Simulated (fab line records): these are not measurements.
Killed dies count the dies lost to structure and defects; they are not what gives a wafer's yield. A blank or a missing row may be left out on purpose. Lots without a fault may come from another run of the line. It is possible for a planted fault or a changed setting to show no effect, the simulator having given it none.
Matching of chambers	flow nandHarc	4 sister chambers for NHARC_A_WL_FILL_ETCHBACK_26 on rieSi-02
The step etches the open film in HBr, target depth 52 nm, time 13.3 s. 4 wafers are shown with their chamber, then 10 later ones without.

WAFERS, EACH WITH ITS CHAMBER
wafer	chamber	drypumpMotorCurrentA (A)
L080.6	2	5.7
L084.4	3	6.0
L089.4	1	6.2
L089.5	0	5.6

WAFERS WITH NO CHAMBER GIVEN
wafer	drypumpMotorCurrentA (A)
L089.6	6.0
L092.1	6.2
L092.3	5.5
L092.5	6.0
L097.1	6.2
L097.2	5.5
L097.6	5.5
L096.1	5.7
L096.4	6.0
L096.6	5.6

WHICH CHAMBER EACH WENT THROUGH
wafer	from the rows above	in truth
L089.6	3	3
L092.1	1	1
L092.3	can't be placed: 0 or 2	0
L092.5	3	3
L097.1	1	1
L097.2	can't be placed: 0 or 2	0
L097.6	can't be placed: 0 or 2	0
L096.1	can't be placed: 2 or 0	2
L096.4	3	3
L096.6	can't be placed: 0 or 2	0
5 of 10 placed correctly. Not placeable from these rows: 5 (in 5, the candidates include the true chamber). Wrongly placed: 0.
How it was worked out, from the rows above alone: a wafer's distance from a chamber is the root of the sum, over the readings, of the square of ((its reading less the chamber's mean) divided by the reading's scatter). If the next closest chamber is less than 2 further off than the closest, the wafer can't be placed; otherwise it belongs to the closest. Each chamber's mean is taken over the wafers shown for it. The scatter: with one shown wafer a chamber, the root of the mean of the squares of how far each hidden wafer lies from its nearest shown one.
